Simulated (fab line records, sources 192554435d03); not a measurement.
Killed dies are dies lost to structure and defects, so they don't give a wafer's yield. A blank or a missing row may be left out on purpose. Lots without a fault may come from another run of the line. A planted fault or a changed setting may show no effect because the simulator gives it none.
Which tool did it? | flow n5_finfet | 9 lots, 26 wafers sampled, at 5 steps of a route of 1938

WHAT THE GAUGES READ, wafer by wafer
N5_FIN_SAQP_CD_MEAS_27: target cd 20 nm. Usual: cd_nm 20.34 nm, standard deviation 0.24.
lot  | measured    | on        | cd_nm (nm)        | flag
L122 | day 2 09:02 | cd_sem-01 | 20.58 20.44 20.32 |
L125 | day 2 23:39 | cd_sem-01 | 20.14 20.52 19.89 |
L126 | day 3 06:06 | cd_sem-02 | 20.90 20.34 20.76 |
L127 | day 3 12:00 | cd_sem-01 | 20.11 19.92 20.18 |
L128 | day 3 18:57 | cd_sem-01 | 20.45 20.49 20.41 |
L130 | day 4 06:14 | cd_sem-01 | 20.37 20.50 20.35 |
L132 | day 4 19:28 | cd_sem-02 | 20.51 20.29 20.41 |
L134 | day 5 07:56 | cd_sem-01 | 19.88 20.24 20.10 |
L140 | day 6 19:02 | cd_sem-03 | 20.48 20.57       |

N5_FIN_SAQP_CD_MEAS_31: target cd 8 nm. Usual: cd_nm 8.08 nm, standard deviation 0.23.
lot  | measured    | on        | cd_nm (nm)     | flag
L122 | day 2 12:16 | cd_sem-01 | 8.28 8.08 7.97 |
L125 | day 3 01:12 | cd_sem-03 | 7.91 7.71 7.98 |
L126 | day 3 07:47 | cd_sem-02 | 8.02 8.48 8.44 |
L127 | day 3 13:34 | cd_sem-03 | 7.92 8.20 8.48 |
L128 | day 3 20:53 | cd_sem-03 | 7.97 8.11 8.41 |
L130 | day 4 07:53 | cd_sem-01 | 7.97 7.86 7.91 |
L132 | day 4 23:02 | cd_sem-01 | 8.17 8.25 8.14 |
L134 | day 5 09:47 | cd_sem-01 | 8.00 8.02 7.61 |
L140 | day 6 20:38 | cd_sem-01 | 8.12 8.61      |

N5_BEOL_M4_RC_MEAS_101. Usual: DIBL_N 36.3 mV/V, standard deviation 1.9; DIBL_P 36.0 mV/V, standard deviation 2.1; IOFF_N 0.16 nA/um, standard deviation 0.031; IOFF_P 0.21 nA/um, standard deviation 0.035; ION_N 675 uA/um, standard deviation 14; ION_P 464 uA/um, standard deviation 8.5; SS_N 71.5 mV/dec, standard deviation 0.6; SS_P 73.3 mV/dec, standard deviation 0.72; VT_N 250 mV, standard deviation 3.2; VT_P -250 mV, standard deviation 3.1.
lot  | measured     | on        | DIBL_N (mV/V)  | DIBL_P (mV/V)  | IOFF_N (nA/um) | IOFF_P (nA/um) | ION_N (uA/um) | ION_P (uA/um) | SS_N (mV/dec)  | SS_P (mV/dec)  | VT_N (mV)   | VT_P (mV)      | flag
L122 | day 8 05:31  | prober-02 | 33.9 36.2 35.7 | 34.2 36.9 35.3 | 0.12 0.16 0.14 | 0.18 0.23 0.21 | 658 668 656   | 458 462 454   | 71.0 71.5 70.8 | 72.4 73.3 72.4 | 252 250 252 | -251 -248 -249 |
L125 | day 8 18:02  | prober-02 | 36.8 35.1 34.9 | 36.4 34.4 34.6 | 0.15 0.13 0.13 | 0.20 0.18 0.18 | 654 664 668   | 452 455 459   | 72.1 70.7 71.4 | 73.0 72.6 73.1 | 254 253 253 | -254 -253 -253 |
L126 | day 9 00:40  | prober-01 | 34.9 33.6 33.5 | 35.4 34.7 34.3 | 0.14 0.13 0.14 | 0.21 0.20 0.21 | 667 671 681   | 468 470 480   | 71.2 71.3 71.0 | 72.8 72.7 72.3 | 249 250 249 | -248 -248 -247 |
L127 | day 9 06:25  | prober-02 | 39.9 38.3 37.1 | 40.2 37.8 35.9 | 0.22 0.18 0.17 | 0.26 0.23 0.21 | 692 689 701   | 471 473 477   | 72.2 71.7 71.5 | 75.1 73.6 74.6 | 247 247 246 | -246 -246 -248 |
L128 | day 9 15:16  | prober-02 | 39.5 39.9 36.4 | 38.3 38.0 35.1 | 0.19 0.22 0.16 | 0.27 0.27 0.22 | 675 672 677   | 465 460 470   | 72.0 72.6 70.3 | 73.3 73.2 72.6 | 249 247 251 | -247 -244 -247 |
L130 | day 9 16:55  | prober-01 | 37.2 33.7 30.6 | 39.2 35.7 31.6 | 0.19 0.13 0.09 | 0.23 0.18 0.13 | 662 667 638   | 451 454 441   | 72.9 70.8 70.6 | 73.5 72.9 72.3 | 250 252 256 | -249 -255 -255 |
L132 | day 13 07:37 | prober-01 | 38.0 39.8 36.5 | 36.9 38.6 34.7 | 0.18 0.22 0.15 | 0.25 0.28 0.21 | 688 686 667   | 464 470 458   | 71.5 72.1 71.7 | 73.6 74.4 72.7 | 248 247 251 | -250 -246 -250 |
L134 | day 14 08:04 | prober-02 | 37.1 37.9 36.8 | 36.4 38.7 35.7 | 0.16 0.19 0.15 | 0.20 0.26 0.21 | 672 674 676   | 461 468 469   | 72.1 71.9 71.6 | 73.9 74.0 73.9 | 255 250 251 | -252 -248 -250 |
L140 | day 14 09:01 | prober-01 | 36.4 36.2      | 36.4 37.6      | 0.18 0.18      | 0.21 0.25      | 668 681       | 460 469       | 72.1 71.6      | 73.0 74.3      | 249 246     | -249 -246      |

WHICH TOOL RAN EACH LOT (tool, then ch and the chambers of the sampled wafers, then the start)
lot  | N5_FIN_SAQP_STRIP_55              | N5_FIN_SAQP_ETCH_67
L122 | rie_diel-03 ch 2,3, day 2 06:44   | rie_diel-04 ch 0,3, day 2 09:49
L125 | rie_diel-02 ch 2,3, day 2 22:01   | rie_diel-03 ch 1,2, day 3 00:26
L126 | rie_diel-02 ch 1,2, day 3 04:29   | rie_diel-04 ch 0,1, day 3 07:01
L127 | rie_diel-02 ch 1,2, day 3 10:15   | rie_diel-02 ch 0,1, day 3 12:48
L128 | rie_diel-02 ch 0,2,3, day 3 17:18 | rie_diel-02 ch 0,1,2, day 3 19:57
L130 | rie_diel-04 ch 0,1,2, day 4 04:07 | rie_diel-04 ch 0,1,2, day 4 07:07
L132 | rie_diel-02 ch 0,1,3, day 4 17:14 | rie_diel-02 ch 1,2,3, day 4 20:14
L134 | rie_diel-04 ch 2,3, day 5 06:11   | rie_diel-02 ch 0,1,3, day 5 09:01
L140 | rie_diel-03 ch 0,2, day 6 17:25   | rie_diel-02 ch 2,3, day 6 19:49
- N5_FIN_SAQP_STRIP_55: strips in N2/H2.
- N5_FIN_SAQP_ETCH_67: etches SiNx in CH3F/O2, target depth 30 nm.

WHAT THE TOOLS THEMSELVES READ (means of the sampled wafers that have a number; where no wafer has one, the mark that the record gives instead)
N5_FIN_SAQP_STRIP_55. Usual: drypump_motor_current_A 5.9 A, standard deviation 0.44; oes_product_au 0.80 a.u., standard deviation 0.096; power_w 500.1 W, standard deviation 1.5; rf_vpp_V 121.7 V, standard deviation 1.6; showerhead_plenum_p_Torr 3.35 Torr, standard deviation 0.14; temp_c 40.01 C, standard deviation 0.11; throttle_valve_pct 19.0 %, standard deviation 0.35.
lot  | tool        | drypump_motor_current_A (A) | oes_product_au (a.u.) | power_w (W) | rf_vpp_V (V) | showerhead_plenum_p_Torr (Torr) | temp_c (C) | throttle_valve_pct (%) | flag
L122 | rie_diel-03 | 5.2                         | 0.73                  | 500.8       | 120.3        | 3.32                            | 40.01      | 19.3                   |
L125 | rie_diel-02 | 6.1                         | 0.80                  | 498.4       | 123.2        | 3.51                            | 40.07      | 18.9                   |
L126 | rie_diel-02 | 6.1                         | 0.76                  | 501.4       | 122.2        | 3.31                            | 40.05      | 19.0                   |
L127 | rie_diel-02 | 6.1                         | 0.79                  | 498.9       | 122.2        | 3.42                            | 39.95      | 18.8                   |
L128 | rie_diel-02 | 6.3                         | 0.88                  | 501.1       | 121.7        | 3.41                            | 39.95      | 19.0                   |
L130 | rie_diel-04 | 6.3                         | 0.79                  | 500.4       | 122.1        | 3.31                            | 39.99      | 18.9                   |
L132 | rie_diel-02 | 6.3                         | 0.81                  | 499.5       | 121.4        | 3.29                            | 39.89      | 19.2                   |
L134 | rie_diel-04 | 6.0                         | 0.78                  | 499.7       | 120.5        | 3.23                            | 40.08      | 18.8                   |
L140 | rie_diel-03 | 5.4                         | 0.72                  | 500.8       | 120.3        | 3.27                            | 40.12      | 19.4                   |

N5_FIN_SAQP_ETCH_67. Usual: bias_w 73.02 W, standard deviation 0.23; drypump_motor_current_A 6.0 A, standard deviation 0.42; mfc_ar_sccm 150.0 sccm, standard deviation 0.39; oes_product_au 0.82 a.u., standard deviation 0.1; rf_vpp_V 300 V, standard deviation 5.3; showerhead_plenum_p_Torr 1.99 Torr, standard deviation 0.079; throttle_valve_pct 16.38 %, standard deviation 0.21.
lot  | tool        | bias_w (W) | drypump_motor_current_A (A) | mfc_ar_sccm (sccm) | oes_product_au (a.u.) | rf_vpp_V (V) | showerhead_plenum_p_Torr (Torr) | throttle_valve_pct (%) | flag
L122 | rie_diel-04 | 73.03      | 5.6                         | 150.1              | 0.68                  | 296          | 1.96                            | 16.42                  |
L125 | rie_diel-03 | 72.92      | 5.6                         | 149.9              | 0.89                  | 300          | 2.04                            | 16.46                  |
L126 | rie_diel-04 | 72.99      | 6.3                         | 149.7              | 0.88                  | 298          | 2.03                            | 16.38                  |
L127 | rie_diel-02 | 73.02      | 6.3                         | 150.2              | 0.73                  | 300          | 1.91                            | 16.45                  |
L128 | rie_diel-02 | 73.28      | 6.2                         | 149.8              | 0.77                  | 302          | 1.98                            | 16.38                  |
L130 | rie_diel-04 | 73.03      | 6.3                         | 149.8              | 0.79                  | 299          | 1.98                            | 16.52                  |
L132 | rie_diel-02 | 72.86      | 6.2                         | 149.7              | 0.83                  | 299          | 2.02                            | 16.33                  |
L134 | rie_diel-02 | 73.08      | 6.3                         | 149.5              | 0.88                  | 301          | 1.95                            | 16.40                  |
L140 | rie_diel-02 | 73.02      | 6.2                         | 149.7              | 1.08                  | 300          | 2.08                            | 16.30                  |

THE ANSWER, worked out from the rows above alone
Rule: a lot is off if the mean of its wafers that have a number lies more than 3 standard deviations from the usual mean. A lot without any number at a reading at which 4 lots or more have one is off too. The other lots that the step has rows for count as sound. The gauges are gone through in route order, then the tools' own readings, and for those a lot's mean is taken as printed above. The first step at which some lot is off is used, and at that step the reading that is off furthest; a lot without a number counts as furthest.
No lot is off at any reading shown: from this, nothing can be told.

WHAT THE SIMULATOR HAD PUT IN
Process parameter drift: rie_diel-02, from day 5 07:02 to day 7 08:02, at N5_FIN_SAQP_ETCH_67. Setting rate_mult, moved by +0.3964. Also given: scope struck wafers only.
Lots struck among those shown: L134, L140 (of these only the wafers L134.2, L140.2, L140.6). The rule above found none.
